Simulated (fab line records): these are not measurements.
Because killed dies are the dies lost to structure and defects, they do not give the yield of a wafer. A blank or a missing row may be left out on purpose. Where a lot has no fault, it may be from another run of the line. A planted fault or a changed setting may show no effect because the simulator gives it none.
Split-lot trial	flow n5-finfet	on a route of 1938 steps: 7 lots, 21 wafers read

ON THE SPLIT
At N5_BEOL_M1_TRENCH_ETCH_37 (etches SiOC in C4F6/O2, target depth 55.207 nm, time 29 s), the setting source-w was moved away from the recipe's 355 W on 10 of the 21 wafers read, by -16.6% to +11.7%. The other wafers ran this setting at the recipe's value.

FROM THE SPLIT TO THE READING: what the file shows between them, 2 steps
- N5_BEOL_M1_ETCH_41: etches SiCN in CH3F/O2, target depth 31.9 nm, time 57.8 s
- N5_BEOL_M1_STRIP_97: strips in N2/H2, time 10 s

THE READING
trench-depth-nm, in nm, at N5_BEOL_M1_OCD_MEAS_38. A value of 55.3 nm with a standard deviation of 0.92 nm is what fault-free wafers of this fab line usually give.

wafer	tool, chamber at the split	source-w as run, W	against the recipe	trench-depth-nm, nm	against lot-mates on the recipe
L074.3	rie-diel-01, 1	376.7	+6.1%	58.3	+4.1
L074.4	rie-diel-01, 0	376.7	+6.1%	56.2	+2.0
L074.6	rie-diel-01, 3	355	recipe	54.2	-
L077.1	rie-diel-03, 0	355	recipe	55.2	-
L077.4	rie-diel-03, 3	296.2	-16.6%	51.4	-3.8
L077.5	rie-diel-03, 1	296.2	-16.6%	51.3	-3.9
L080.1	rie-diel-05, 0	355	recipe	56.1	-
L080.4	rie-diel-05, 1	335.3	-5.5%	53.4	-2.7
L080.5	rie-diel-05, 0	335.3	-5.5%	54.2	-1.9
L081.1	rie-diel-01, 3	324.5	-8.6%	51.6	-3.8
L081.2	rie-diel-01, 1	355	recipe	56.0	-
L081.3	rie-diel-01, 0	355	recipe	54.7	-
L085.1	rie-diel-05, 3	333.9	-5.9%	54.4	-2.1
L085.4	rie-diel-05, 0	355	recipe	56.5	-
L085.6	rie-diel-05, 2	333.9	-5.9%	53.1	-3.4
L093.2	rie-diel-01, 3	355	recipe	56.5	-
L093.4	rie-diel-01, 0	355	recipe	57.0	-
L093.5	rie-diel-01, 3	355	recipe	56.2	-
L097.1	rie-diel-03, 2	355	recipe	54.8	-
L097.2	rie-diel-03, 3	396.4	+11.7%	57.3	+2.7
L097.6	rie-diel-03, 3	355	recipe	54.4	-

THE FIT
A straight line over all 21 wafers: trench-depth-nm changes by +0.258 nm for each +1% of source-w; r = +0.88; the points scatter about the line by 0.95 nm.
The same after taking each lot's own level away (the mean of its wafers on the recipe; 21 wafers): +0.296 nm for each +1%; r = +0.92; scatter 0.88 nm.
According to that fit, moving source-w by its largest amount changes the reading by 4.9 nm.
The span of the lots' own levels, 54.20 to 56.57 nm, comes to 2.6 times the standard deviation stated above.
In other words, the slope is changed by the lot-to-lot level; the two fits disagree.
Check: for one of the wafers moved furthest among these (-16.6%), held out of the fit, the line's prediction against its lot-mates is -5.39 nm. It came out at -3.8 nm against them.
Tool readings at the split's step, against how far the setting was moved: rf-vpp-V r = -0.97.

ADDITIONAL SPLITS CARRIED BY THESE WAFERS
Before the reading, these wafers also passed through other splits. Each is held against what the fit with the lots' levels taken away leaves over:
other split on the same wafers	wafers away from the commonest value	r with trench-depth-nm (lot level and that fit taken away)
N5_BEOL_M0_CUTY_COAT_51 spin-rpm	9	+0.46
N5_BEOL_M0_CUTY_EXPOSE_54 dose-mj	7	+0.24

THE WHOLE CHAIN: every reading that the file lists as answering this split, in the file's order
step	what it does	reading	change (the file's fit)	r (the file's)
N5_BEOL_M1_TRENCH_ETCH_37	etches SiOC in C4F6/O2, target depth 55.207 nm, time 29 s	rf-vpp-V	-3.29 V for each +1% of the setting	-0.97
N5_BEOL_M1_OCD_MEAS_38		trench-depth-nm	+0.297 nm for each +1% of the setting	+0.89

FILE'S OWN FIT
trench-depth-nm changes by +0.297 nm for each +1% of source-w, r = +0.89.
